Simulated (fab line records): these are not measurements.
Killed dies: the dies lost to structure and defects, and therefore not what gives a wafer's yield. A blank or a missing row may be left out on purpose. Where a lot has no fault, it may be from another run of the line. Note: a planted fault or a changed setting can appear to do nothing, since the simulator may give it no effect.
Which tool did it? | flow nand harc | 11 lots, 33 wafers sampled, at 5 steps of a route of 1159

WHAT EACH GAUGE READ, for each wafer
NHARC_END_SORT_01.
lot  | measured     | on        | killed at periphery
L388 | day 24 04:32 | prober-02 | 1 2 1
L391 | day 24 05:25 | prober-01 | 4 4 5
L390 | day 24 14:04 | prober-01 | 3 7 1
L397 | day 25 10:55 | prober-01 | 4 0 2
L398 | day 25 18:42 | prober-02 | 650 642 644
L399 | day 26 02:29 | prober-02 | 645 643 650
L404 | day 26 10:16 | prober-02 | 4 2 3

TOOL THAT RAN EACH LOT (tool first, then ch and the chambers of the sampled wafers, then the start)
lot  | NHARC_P_M0_ANNEAL_30             | NHARC_P_M1_ETCH_35                 | NHARC_P_M1_DEGAS_29          | NHARC_P_M1_PRE_CLEAN_30
L384 | rtp anneal-02 ch 0, day 6 07:00  | rie diel-05 ch 0,1, day 6 09:34    | pvd sputter-01, day 6 10:29  | pvd sputter-01, no start
L388 | rtp anneal-02 ch 0, day 7 05:59  | rie diel-05 ch 0,1,3, day 7 08:32  | pvd sputter-03, day 7 09:28  | pvd sputter-03, day 24 04:32 or earlier
L391 | rtp anneal-01 ch 0, day 7 18:45  | rie diel-02 ch 2,3, day 7 21:01    | pvd sputter-03, day 7 21:58  | pvd sputter-03, day 24 05:25 or earlier
L390 | rtp anneal-01 ch 0, day 8 02:21  | rie diel-09 ch 0,1,2, day 8 04:41  | pvd sputter-03, day 8 05:38  | pvd sputter-03, day 24 14:04 or earlier
L393 | rtp anneal-02 ch 0, day 8 12:37  | rie diel-02 ch 0,1, day 8 15:15    | pvd sputter-02, day 8 16:38  | pvd sputter-02, no start
L394 | rtp anneal-02 ch 0, day 9 01:16  | rie diel-02 ch 0,2,3, day 9 03:31  | pvd sputter-03, day 9 04:28  | pvd sputter-03, no start
L397 | rtp anneal-01 ch 0, day 9 16:25  | rie diel-02 ch 0,2,3, day 9 18:47  | pvd sputter-01, day 9 19:43  | pvd sputter-01, day 25 10:55 or earlier
L398 | rtp anneal-02 ch 0, day 9 17:25  | rie diel-09 ch 0,1, day 9 19:49    | pvd sputter-02, day 9 20:50  | pvd sputter-02, day 25 18:42 or earlier
L399 | rtp anneal-01 ch 0, day 10 02:13 | rie diel-02 ch 0,1,3, day 10 04:40 | pvd sputter-01, day 10 05:40 | pvd sputter-01, day 26 02:29 or earlier
L400 | rtp anneal-02 ch 0, day 10 07:57 | rie diel-05 ch 1,2, day 10 10:12   | pvd sputter-03, day 10 11:10 | pvd sputter-03, no start
L404 | rtp anneal-01 ch 0, day 11 03:23 | rie diel-02 ch 0,1,3, day 11 05:56 | pvd sputter-01, day 11 06:56 | pvd sputter-01, day 26 10:16 or earlier
- NHARC_P_M0_ANNEAL_30: time 90 s.
- NHARC_P_M1_ETCH_35: etches the open film in N2/H2, target depth 40 nm, overetch 12 nm, time 43.94 s.
- NHARC_P_M1_DEGAS_29: time 60 s.
- NHARC_P_M1_PRE_CLEAN_30: time 30 s.

THE ANSWER, worked out from the rows above alone
Rule: what is usual is taken from the lots themselves. Put in order of their means at a reading, lots are off if they are a third of the lots or fewer, leave a main group of 4 or more, and stand apart from it by a gap of 3 or more times the standard deviation of the main group's means; of several such gaps the widest counts. A main group whose means are all the same, to the digits that the tables above print for the reading, isn't used. A lot without any number at a reading at which 4 lots or more have one is off too. The other lots that the step has rows for count as sound.
Off at NHARC_END_SORT_01 (killed at periphery): L398, L399. The main group: mean 2.9, standard deviation 1.1. Neither off nor sound, because the step has no rows for them: L384, L393, L394, L400.
A tool fits if, at a process step before that reading, it ran every lot that is off, and no sound lot after the first of them. Those tools and the gauges at NHARC_END_SORT_01 are tried in the same way. Because NHARC_P_M1_PRE_CLEAN_30 lacks a start for some lots, the hours and order of its lots are taken from NHARC_END_SORT_01. None of those tried fits.

WHAT THE SIMULATOR HAD PUT IN
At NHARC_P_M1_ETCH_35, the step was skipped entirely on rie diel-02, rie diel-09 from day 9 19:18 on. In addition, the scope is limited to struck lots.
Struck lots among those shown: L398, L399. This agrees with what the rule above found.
